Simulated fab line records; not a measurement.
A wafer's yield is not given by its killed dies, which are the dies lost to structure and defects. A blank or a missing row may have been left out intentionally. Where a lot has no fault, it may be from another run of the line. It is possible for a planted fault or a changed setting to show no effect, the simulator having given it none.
Code-filled problem report in 8D (eight disciplines) form || flow n5_finfet || the parts of the form that need people (team, actions taken, sign-off) are left out

== 1. PROBLEM STATEMENT ==
spin_speed_rpm at N5_BEOL_M0_CUTY_COAT_51 reads a mean of 1406.4 rpm on 6 wafers of 2 lots; wafers without a fault read 1499.9 rpm with a standard deviation of 1. Relative to the usual mean, that is a shift of -93 standard deviations.
The step: resist thk 150 nm.
Seen first at day 6 23:35 on litho_track-04, wafer L647.2. At this step, 30 wafers from 10 lots have a number in the record. The rule behind "out" and "out of limits": a value lying over 4 standard deviations away from the usual mean. The rest of the wafers with a number are treated as sound.

== 2. WHAT IT IS, AND WHAT IT ISN'T ==
{"question": "which readings at this step", "is": "spin_speed_rpm", "is not": "exhaust_pa"}
{"question": "which lots", "is": "L647, L653", "is not": "L642, L644, L656, L661, L662, L663, L664, L665"}
{"question": "which wafers of those lots", "is": "all that have a number", "is not": "-"}
{"question": "read on which tools", "is": "litho_track-04", "is not": "litho_track-01, litho_track-05"}
{"question": "when", "is": "from day 6 23:35", "is not": "up to then (6 sound wafers); but 18 sound wafers of L656, L661, L662, L663, L664, L665 came after"}

== 3. WHAT RULES OUT EACH SUSPECT ==
Counting: a tool at a process step up to the reading stays a suspect if it ran every lot that is out and no sound lot after the first of them.
- litho_track-04 at N5_BEOL_M0_CUTY_COAT_51 (resist thk 150 nm): kept. All lots that are out passed through it, beginning with L647 at day 6 23:35, and no sound lot followed; its final sound lot before that point was L644 at day 6 02:03. On those wafers its own readings are out: spin_speed_rpm.
The count leaves litho_track-04 at N5_BEOL_M0_CUTY_COAT_51.

== 4. THE CAUSE (what the simulator had put in) ==
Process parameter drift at N5_BEOL_M0_CUTY_COAT_51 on litho_track-04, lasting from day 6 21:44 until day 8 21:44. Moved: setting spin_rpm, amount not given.
The count eliminated every tool but this one.

== 5. THE EFFECT CHAIN, in route order ==
Each row: a reading where the mean over the struck wafers with a number is more than 3 standard deviations away from the usual. Scope: only readings with a usual standard deviation given in the record; hours: median across lots of the time from each lot's start at the first step in this table that gives one to its start at this step; sigmas: change in usual standard deviations.
{"hours": 0, "step": "N5_BEOL_M0_CUTY_COAT_51", "reading": "spin_speed_rpm", "usual": "1499.9 rpm", "on struck wafers": 1406.4, "change": -93.5, "sigmas": -93}
Here are the process steps it includes:
- N5_BEOL_M0_CUTY_COAT_51: resist thk 150 nm.
At these later measuring or inspecting steps, every struck wafer for which the step has a row has a number for every such reading, and none has moved that far: N5_BEOL_M0_CUTY_CD_MEAS_57, N5_BEOL_M4_RC_MEAS_101.

== 6. WHAT WOULD HAVE CAUGHT IT SOONER ==
In this record no reading fell out of limits until day 6 23:35, 2 hours after the fault had begun at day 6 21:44.
